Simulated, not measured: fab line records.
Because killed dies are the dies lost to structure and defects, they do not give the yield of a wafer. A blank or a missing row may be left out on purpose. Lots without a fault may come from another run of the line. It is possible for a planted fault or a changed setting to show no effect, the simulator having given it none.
Matching of chambers + flow nand harc + NHARC_A_STAIRCASE_DEP_301 on pecvd-01 has 3 sister chambers
The step deposits SiON, target thk 30 nm. 3 wafers are shown with their chamber, then 12 later ones without.

WAFERS WITH THEIR CHAMBER
| wafer  | chamber | heater power w (W) |
|--------|---------|--------------------|
| L090.5 | 0       | 836                |
| L089.3 | 2       | 692                |
| L089.6 | 1       | 687                |

WAFERS MISSING THEIR CHAMBER
| wafer  | heater power w (W) |
|--------|--------------------|
| L091.1 | 617                |
| L091.2 | 601                |
| L091.3 | 723                |
| L094.2 | 692                |
| L094.4 | 686                |
| L094.5 | 758                |
| L095.3 | 799                |
| L095.4 | 775                |
| L095.5 | 650                |
| L093.1 | 856                |
| L093.3 | 583                |
| L093.6 | 858                |

EACH ONE'S CHAMBER
| wafer  | from the rows above          | in truth |
|--------|------------------------------|----------|
| L091.1 | can't be placed: 1 or 2      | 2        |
| L091.2 | can't be placed: 1 or 2      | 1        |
| L091.3 | can't be placed: 2 or 1 or 0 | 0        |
| L094.2 | can't be placed: 2 or 1      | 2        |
| L094.4 | can't be placed: 1 or 2      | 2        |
| L094.5 | can't be placed: 2 or 1 or 0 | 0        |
| L095.3 | can't be placed: 0 or 2 or 1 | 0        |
| L095.4 | can't be placed: 0 or 2 or 1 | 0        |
| L095.5 | can't be placed: 1 or 2      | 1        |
| L093.1 | 0                            | 0        |
| L093.3 | can't be placed: 1 or 2      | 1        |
| L093.6 | 0                            | 0        |
2 of 12 placed correctly. Not placeable from these rows: 10 (in 10, the candidates include the true chamber). Placed wrongly: 0.
How it was worked out, from the rows above alone: a wafer's distance from a chamber is the root of the sum, over the readings, of the square of ((its reading less the chamber's mean) divided by the reading's scatter). If the next closest chamber is less than 2 further off than the closest, the wafer can't be placed; otherwise it belongs to the closest. Each chamber's mean is taken over the wafers shown for it. The scatter (one wafer shown for each chamber): square how far every hidden wafer sits from the nearest shown wafer, average those squares and take the square root.
